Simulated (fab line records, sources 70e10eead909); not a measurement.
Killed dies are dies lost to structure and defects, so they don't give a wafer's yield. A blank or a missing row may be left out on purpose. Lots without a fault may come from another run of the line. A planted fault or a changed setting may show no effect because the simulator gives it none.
Which tool did it? | flow nand_harc | 6 lots, 18 wafers sampled, at 2 steps of a route of 1159

WHAT THE GAUGES READ, wafer by wafer
NHARC_A_SIN_REMOVE_INSPECT_04.
lot  | measured     | on                | raw_defect_count
L139 | day 15 10:25 | defect_inspect-01 | 291 510 252
L149 | day 18 09:01 | defect_inspect-02 | 296 264 261
L153 | day 19 04:08 | defect_inspect-02 | 365 367 358
L151 | day 19 04:07 | defect_inspect-02 | 364 502 348
L152 | day 20 01:18 | defect_inspect-01 | 436 486 484
L155 | day 20 01:19 | defect_inspect-01 | 285 256 312

WHICH TOOL RAN EACH LOT (tool, then ch and the chambers of the sampled wafers, then the start)
lot  | NHARC_A_SLIT_ETCH_24
L139 | rie_diel-01 ch 0,3, day 14 23:10
L149 | rie_diel-01 ch 0,1,3, day 17 16:53
L153 | rie_diel-01 ch 1,3, day 18 17:04
L151 | rie_diel-09 ch 1,2,3, day 18 17:08
L152 | rie_diel-07 ch 0,3, day 19 08:40
L155 | rie_diel-09 ch 0,1,3, day 19 10:05
- NHARC_A_SLIT_ETCH_24: etches the open film in CF4/CHF3, target depth 121 nm, time 60.5 s.

THE ANSWER, worked out from the rows above alone
Rule: what is usual is taken from the lots themselves. Put in order of their means at a reading, lots are off if they are a third of the lots or fewer, leave a main group of 4 or more, and stand apart from it by a gap of 3 or more times the standard deviation of the main group's means; of several such gaps the widest counts. A main group whose means are all the same, to the digits that the tables above print for the reading, isn't used. A lot without any number at a reading at which 4 lots or more have one is off too. The other lots that the step has rows for count as sound.
No lot is off at any reading shown: from this, nothing can be told.

WHAT THE SIMULATOR HAD PUT IN
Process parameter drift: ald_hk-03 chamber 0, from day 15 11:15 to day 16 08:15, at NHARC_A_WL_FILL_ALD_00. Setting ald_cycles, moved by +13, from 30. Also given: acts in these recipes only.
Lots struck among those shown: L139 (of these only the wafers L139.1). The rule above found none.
